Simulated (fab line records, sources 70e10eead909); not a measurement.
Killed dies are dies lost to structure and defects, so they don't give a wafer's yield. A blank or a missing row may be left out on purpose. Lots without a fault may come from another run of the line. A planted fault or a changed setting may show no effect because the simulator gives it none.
Which tool did it? | flow nand_harc | 12 lots, 36 wafers sampled, at 6 steps of a route of 1159

WHAT THE GAUGES READ, wafer by wafer
NHARC_P_STI_OCD_MEAS_17.
lot  | measured    | on     | trench_depth_nm (nm) | trench_foot_cd_nm (nm)
L357 | day 2 11:53 | ocd-02 | 296 303 297          | 158.7 160.8 163.4
L359 | day 2 20:48 | ocd-02 | 303 301 301          | 158.8 158.1 159.5
L360 | day 3 06:45 | ocd-01 | 296 307 299          | 160.9 160.1 156.8
L363 | day 3 23:56 | ocd-02 | 296 300 295          | 156.0 162.5 160.6
L366 | day 4 22:02 | ocd-02 | 308 304 304          | 158.0 158.7 158.8
L372 | day 6 08:49 | ocd-01 | 300 300 296          | 151.7 157.8 159.6
L374 | day 6 14:30 | ocd-02 | 299 305 298          | 159.9 153.6 156.4
L375 | day 7 00:19 | ocd-01 | 293 302 297          | 155.6 158.6 161.0
L377 | day 7 12:07 | ocd-01 | 294 299 300          | 158.4 160.6 157.5
L378 | day 7 23:47 | ocd-02 | 307 298 306          | 154.6 162.1 161.2
L379 | day 7 23:50 | ocd-01 | 308 301 300          | 157.6 163.5 160.8
L380 | day 8 08:02 | ocd-01 | 300 306 296          | 157.9 159.3 158.6

NHARC_P_STI_OCD_MEAS_43.
lot  | measured    | on     | trench_depth_nm (nm) | trench_foot_cd_nm (nm)
L357 | day 2 12:23 | ocd-01 | 297 304 297          | 158.6 160.6 163.0
L359 | day 2 21:19 | ocd-02 | 303 301 301          | 158.5 158.4 158.8
L360 | day 3 07:16 | ocd-02 | 297 307 299          | 160.7 160.5 156.4
L363 | day 4 00:26 | ocd-01 | 296 299 295          | 156.1 161.8 160.6
L366 | day 4 22:32 | ocd-02 | 308 304 304          | 157.5 159.0 158.1
L372 | day 6 09:35 | ocd-01 | 301 300 296          | 152.2 158.1 160.0
L374 | day 6 15:00 | ocd-02 | 299 305 298          | 159.6 153.1 157.1
L375 | day 7 00:50 | ocd-02 | 294 302 297          | 155.6 159.7 160.7
L377 | day 7 12:38 | ocd-02 | 294 299 299          | 158.9 160.4 158.3
L378 | day 8 00:18 | ocd-02 | 307 298 305          | 155.4 162.4 160.9
L379 | day 8 00:21 | ocd-01 | 308 301 301          | 157.8 163.2 160.7
L380 | day 8 08:33 | ocd-01 | 300 305 296          | 157.5 159.4 158.7

NHARC_P_GATE_INSPECT_28.
lot  | measured     | on                | raw_defect_count
L357 | day 4 19:23  | defect_inspect-02 | 7 6 6
L359 | day 5 00:39  | defect_inspect-02 | 11 13 7
L360 | day 5 10:32  | defect_inspect-01 | 8 5 5
L363 | day 6 04:49  | defect_inspect-01 | 5 8 10
L366 | day 7 02:28  | defect_inspect-02 | 4 265 2
L372 | day 8 14:43  | defect_inspect-02 | 10 4 8
L374 | day 8 20:55  | defect_inspect-01 | 10 12 9
L375 | day 9 08:44  | defect_inspect-02 | 4 3 4
L377 | day 9 13:42  | defect_inspect-02 | 9 11 6
L378 | day 10 06:53 | defect_inspect-02 | 6 4 2
L379 | day 10 07:14 | defect_inspect-02 | 1 8 6
L380 | day 10 06:35 | defect_inspect-02 | 7 10 4

NHARC_END_SORT_01.
lot  | measured     | on        | killed_at_array | killed_at_other | killed_at_periphery | killed_dies | killed_open | killed_short
L366 | day 21 21:52 | prober-01 | 49 42 40        | 1 0 1           | 2 50 3              | 52 92 44    | 1 5 3       | 2 1 2

WHICH TOOL RAN EACH LOT (tool, then ch and the chambers of the sampled wafers, then the start)
lot  | NHARC_P_STI_ETCH_31                          | NHARC_P_STI_STRIP_24
L357 | rie_diel-10 ch 1,2,3, day 2 11:53 or earlier | wet_bench-05 ch 2,3,7, day 3 10:53
L359 | rie_diel-10 ch 1,2,3, day 2 20:48 or earlier | wet_bench-01 ch 1,6,7, day 3 16:48
L360 | rie_diel-10 ch 1,3, day 3 06:45 or earlier   | wet_bench-07 ch 4,5,6, day 4 01:14
L363 | rie_diel-02 ch 0,1,3, day 3 23:56 or earlier | wet_bench-07 ch 1,2,6, day 4 18:26
L366 | rie_diel-02 ch 0,2,3, day 4 22:02 or earlier | wet_bench-01 ch 0,1,2, day 5 18:36
L372 | rie_diel-09 ch 0,1,2, day 6 08:49 or earlier | wet_bench-05 ch 4,6,7, day 7 03:49
L374 | rie_diel-09 ch 1,2,3, day 6 14:30 or earlier | wet_bench-07 ch 0,4,7, day 7 12:16
L375 | rie_diel-02 ch 0,1, day 7 00:19 or earlier   | wet_bench-01 ch 0,2,4, day 8 01:04
L377 | rie_diel-09 ch 2,3, day 7 12:07 or earlier   | wet_bench-05 ch 0,3,7, day 8 07:11
L378 | rie_diel-09 ch 0,1, day 7 23:47 or earlier   | wet_bench-07 ch 0,4,7, day 8 21:51
L379 | rie_diel-10 ch 0,1,3, day 7 23:50 or earlier | wet_bench-01 ch 4,5,7, day 8 21:52
L380 | rie_diel-09 ch 0,1,2, day 8 08:02 or earlier | wet_bench-05 ch 1,4,7, day 9 02:28
- NHARC_P_STI_ETCH_31: etches the open film in CF4/CHF3, target depth 108.9 nm, time 54.5 s.
- NHARC_P_STI_STRIP_24: strips Si3N4 in H3PO4.

WHAT THE TOOLS THEMSELVES READ (means of the sampled wafers that have a number; where no wafer has one, the mark that the record gives instead)
NHARC_P_STI_ETCH_31.
lot  | tool        | bias_w (W) | drypump_motor_current_A (A) | mfc_ar_sccm (sccm) | oes_product_au (a.u.) | rf_vpp_V (V) | showerhead_plenum_p_Torr (Torr) | throttle_valve_pct (%)
L357 | rie_diel-10 | 200.4      | 5.9                         | 0.007              | 0.931                 | 371.0        | 1.59                            | 16.797
L359 | rie_diel-10 | 199.8      | 6.0                         | 0.007              | 0.965                 | 371.6        | 1.59                            | 16.800
L360 | rie_diel-10 | 199.4      | 5.9                         | 0.007              | 0.963                 | 373.7        | 1.66                            | 16.807
L363 | rie_diel-02 | 199.6      | 5.9                         | 0.011              | 0.961                 | 370.0        | 1.58                            | 16.801
L366 | rie_diel-02 | 200.2      | 5.7                         | 0.009              | 0.969                 | 372.8        | 1.65                            | 16.812
L372 | rie_diel-09 | 200.0      | 5.8                         | 0.009              | 0.970                 | 370.2        | 1.58                            | 16.798
L374 | rie_diel-09 | 200.1      | 5.7                         | 0.012              | 0.965                 | 369.8        | 1.55                            | 16.811
L375 | rie_diel-02 | 200.1      | 6.1                         | 0.009              | 0.954                 | 369.4        | 1.52                            | 16.803
L377 | rie_diel-09 | 200.1      | 5.8                         | 0.007              | 0.955                 | 368.6        | 1.54                            | 16.803
L378 | rie_diel-09 | 199.8      | 5.7                         | 0.014              | 0.959                 | 370.9        | 1.58                            | 16.799
L379 | rie_diel-10 | 200.4      | 6.0                         | 0.010              | 0.971                 | 372.2        | 1.62                            | 16.811
L380 | rie_diel-09 | 200.2      | 5.7                         | 0.009              | 0.962                 | 370.6        | 1.57                            | 16.802

THE ANSWER, worked out from the rows above alone
Rule: what is usual is taken from the lots themselves. Put in order of their means at a reading, lots are off if they are a third of the lots or fewer, leave a main group of 4 or more, and stand apart from it by a gap of 3 or more times the standard deviation of the main group's means; of several such gaps the widest counts. A main group whose means are all the same, to the digits that the tables above print for the reading, isn't used. A lot without any number at a reading at which 4 lots or more have one is off too. The other lots that the step has rows for count as sound. The gauges are gone through in route order, then the tools' own readings, and for those a lot's mean is taken as printed above. The first step at which some lot is off is used, and at that step the reading that is off furthest; a lot without a number counts as furthest.
Off: L366, at NHARC_P_GATE_INSPECT_28 (raw_defect_count). The main group: mean 6.9, standard deviation 2.2.
A tool fits if, at a process step before that reading, it ran every lot that is off, and no sound lot after the first of them. The gauges at NHARC_P_GATE_INSPECT_28 are tried like those tools. NHARC_P_STI_ETCH_31 gives no start for some lots, so the hours and the order of its lots are those of NHARC_P_STI_OCD_MEAS_17. None of those tried fits.

WHAT THE SIMULATOR HAD PUT IN
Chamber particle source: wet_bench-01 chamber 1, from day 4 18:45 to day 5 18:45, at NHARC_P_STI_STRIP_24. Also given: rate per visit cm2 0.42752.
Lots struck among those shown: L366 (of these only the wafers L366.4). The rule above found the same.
